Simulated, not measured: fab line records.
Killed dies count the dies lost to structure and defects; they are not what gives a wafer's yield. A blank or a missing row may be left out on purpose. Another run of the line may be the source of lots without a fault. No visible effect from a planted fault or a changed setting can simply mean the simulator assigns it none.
Matching of chambers + flow nand harc + 3 sister chambers for NHARC_A_STAIRCASE_DEP_151 on pecvd-02
The step deposits SiO2, target thk 7200 nm. 14 wafers are shown with their chamber, then 7 later ones without.

## EACH WAFER AND ITS CHAMBER
| wafer  | chamber | heater power w (W) |
|--------|---------|--------------------|
| L077.1 | 1       | 726                |
| L077.2 | 2       | 755                |
| L077.5 | 0       | 578                |
| L079.3 | 2       | 676                |
| L079.4 | 1       | 640                |
| L079.6 | 2       | 610                |
| L083.2 | 1       | 716                |
| L083.3 | 1       | 647                |
| L083.5 | 1       | 662                |
| L086.2 | 2       | 755                |
| L086.4 | 0       | 581                |
| L086.6 | 2       | 620                |
| L089.2 | 2       | 676                |
| L089.4 | 2       | 617                |

SIGNATURES (means of the wafers above)
| reading        | chamber 0 | chamber 1 | chamber 2 | scatter within a chamber |
|----------------|-----------|-----------|-----------|--------------------------|
| heater power w | 579.50    | 678.20    | 672.71    | 52                       |
Rule: distance of a wafer from a chamber = root of the sum over the readings of ((wafer's reading minus chamber's mean) / reading's scatter) squared. The wafer belongs to the nearest chamber; if the next one is less than 2 further off, it can't be placed. The scatter: take each reading less its chamber's mean, square it, sum over the shown wafers, divide by the number of wafers less the number of chambers, and take the root.

## WAFERS WITH NO CHAMBER GIVEN
| wafer  | heater power w (W) |
|--------|--------------------|
| L089.5 | 624                |
| L088.3 | 678                |
| L088.5 | 561                |
| L088.6 | 628                |
| L097.1 | 777                |
| L097.3 | 674                |
| L097.4 | 689                |

## WHICH CHAMBER EACH ONE RAN IN
| wafer  | from the rows above          | in truth |
|--------|------------------------------|----------|
| L089.5 | can't be placed: 0 or 2 or 1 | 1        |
| L088.3 | can't be placed: 1 or 2 or 0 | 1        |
| L088.5 | can't be placed: 0 or 2 or 1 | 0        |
| L088.6 | can't be placed: 2 or 0 or 1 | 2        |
| L097.1 | can't be placed: 1 or 2 or 0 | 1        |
| L097.3 | can't be placed: 2 or 1 or 0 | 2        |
| L097.4 | can't be placed: 1 or 2 or 0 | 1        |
Correctly placed: 0 of 7. Cannot be placed on the basis of these rows: 7; the candidates contain the true chamber in 7. 0 placed wrongly.
